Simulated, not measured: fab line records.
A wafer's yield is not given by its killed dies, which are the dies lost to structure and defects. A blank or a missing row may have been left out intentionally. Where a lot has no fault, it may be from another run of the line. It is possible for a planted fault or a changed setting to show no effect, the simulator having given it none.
Problem report, 8D (eight disciplines) form, completed by code + flow n5-finfet + the parts of the form that need people (team, actions taken, sign-off) are left out

## 1. WHAT IS WRONG
Wafers without a fault read 1499.9 rpm, standard deviation 0.86; spin-speed-rpm at N5_SD_EPI_P_COAT_03 reads a mean of 1466.2 rpm on 9 wafers belonging to 3 lots. Relative to the usual mean, that is a shift of -39 standard deviations.
The step: resist thk 150 nm.
First observed at day 6 23:56: wafer L411.1, on litho-track-04. The record has a number at this step for 30 wafers belonging to 11 lots. By rule, "out" or "out of limits" means more than 4 standard deviations away from the usual mean. The rest of the wafers with a number are treated as sound.

## 2. WHAT IT IS, AND WHAT IT ISN'T
| question                    | is                     | is not                                                              |
|-----------------------------|------------------------|---------------------------------------------------------------------|
| which readings at this step | spin-speed-rpm         | -                                                                   |
| which lots                  | L411, L412, L414       | L396, L397, L399, L401, L404, L405, L407, L417                      |
| which wafers of those lots  | all that have a number | -                                                                   |
| read on which tools         | litho-track-04         | litho-track-02, litho-track-05                                      |
| when                        | from day 6 23:56       | up to then (18 sound wafers); but 3 sound wafers of L417 came after |

## 3. SUSPECTS, AND WHAT RULES EACH OUT
Counting: a tool stays on the suspect list if, at a process step up to the reading, it processed all lots that are out and no sound lot following the first of them.
- litho-track-04 at N5_SD_EPI_P_COAT_03 (resist thk 150 nm): kept. It processed each lot that is out, first L411 at day 6 23:56, and no sound lot thereafter; up to then, the last sound lot it processed was L401 at day 4 12:43. On those wafers its own readings are out: spin-speed-rpm.
After counting, what remains is litho-track-04 at N5_SD_EPI_P_COAT_03.

## 4. THE CAUSE (what the simulator had put in)
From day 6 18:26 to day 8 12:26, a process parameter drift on litho-track-04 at N5_SD_EPI_P_COAT_03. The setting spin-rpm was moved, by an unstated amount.
The count eliminated every tool but this one.

## 5. THE EFFECT CHAIN, in route order
Each row: a reading whose mean over the struck wafers that have a number lies more than 3 standard deviations from the usual. Readings are gone through only where the record gives a usual standard deviation; hours: the median, over the lots, of the time from a lot's start at the first step in this table giving one to that lot's start at this step; sigmas: the change measured in usual standard deviations.
| hours | step                | reading        | usual      | on struck wafers | change | sigmas |
|-------|---------------------|----------------|------------|------------------|--------|--------|
| 0     | N5_SD_EPI_P_COAT_03 | spin-speed-rpm | 1499.9 rpm | 1466.2           | -33.7  | -39    |
The process steps in it:
- N5_SD_EPI_P_COAT_03: resist thk 150 nm.
At these later measuring or inspecting steps, every struck wafer for which the step has a row has a number for every such reading, and none has moved that far: N5_SD_EPI_P_OVL_MEAS_10, N5_BEOL_M4_RC_MEAS_101.

## 6. HOW IT WOULD HAVE BEEN CAUGHT EARLIER
6 hours passed between the start of the fault at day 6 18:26 and the first reading out of limits in this record, taken at day 6 23:56.
